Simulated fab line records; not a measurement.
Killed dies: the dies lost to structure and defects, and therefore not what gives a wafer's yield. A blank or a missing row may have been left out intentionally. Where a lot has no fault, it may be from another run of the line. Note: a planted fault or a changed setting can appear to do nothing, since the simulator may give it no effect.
Which of the tools did it? / flow nandHarc / 6 lots (18 wafers sampled), 1 step of a 1302-step route

## WHAT THE GAUGES SHOWED, per wafer
NHARC_A_BLC_CD_MEAS_10: target cd 100 nm.
lot=L317; measured=day 24 14:04; on=cdSem-02; cdNm (nm)=100.2 100.0 100.7
lot=L329; measured=day 28 17:38; on=cdSem-01; cdNm (nm)=99.8 99.6 100.1
lot=L330; measured=day 28 23:31; on=cdSem-01; cdNm (nm)=99.9 100.4 99.8
lot=L335; measured=day 30 11:44; on=cdSem-03; cdNm (nm)=100.1 100.0 101.0
lot=L336; measured=day 30 18:33; on=cdSem-01; cdNm (nm)=100.3 100.0 100.7
lot=L338; measured=day 32 10:30; on=cdSem-02; cdNm (nm)=99.7 100.0 100.0

## WHICH TOOL RAN EACH LOT (tool, then ch and the chambers of the sampled wafers, then the start)
Before these readings, the record contains no process step.

## THE ANSWER, worked out from the rows above alone
Rule: usual is defined by the lots themselves. The widest of any qualifying gaps counts: lots, ordered by their means at a reading, are off when they make up no more than a third of the lots, leave a main group of 4 or more, and stand apart from it by 3 or more times the standard deviation of that group's means. The tables above print the reading to a certain number of digits; a main group whose means all agree to those digits is not used. A lot without any number at a reading at which 4 lots or more have one is off too. Any other lot the step has rows for is counted as sound.
No lot is off on any of the readings shown, so nothing can be concluded from this.

## WHAT THE SIMULATOR PUT IN
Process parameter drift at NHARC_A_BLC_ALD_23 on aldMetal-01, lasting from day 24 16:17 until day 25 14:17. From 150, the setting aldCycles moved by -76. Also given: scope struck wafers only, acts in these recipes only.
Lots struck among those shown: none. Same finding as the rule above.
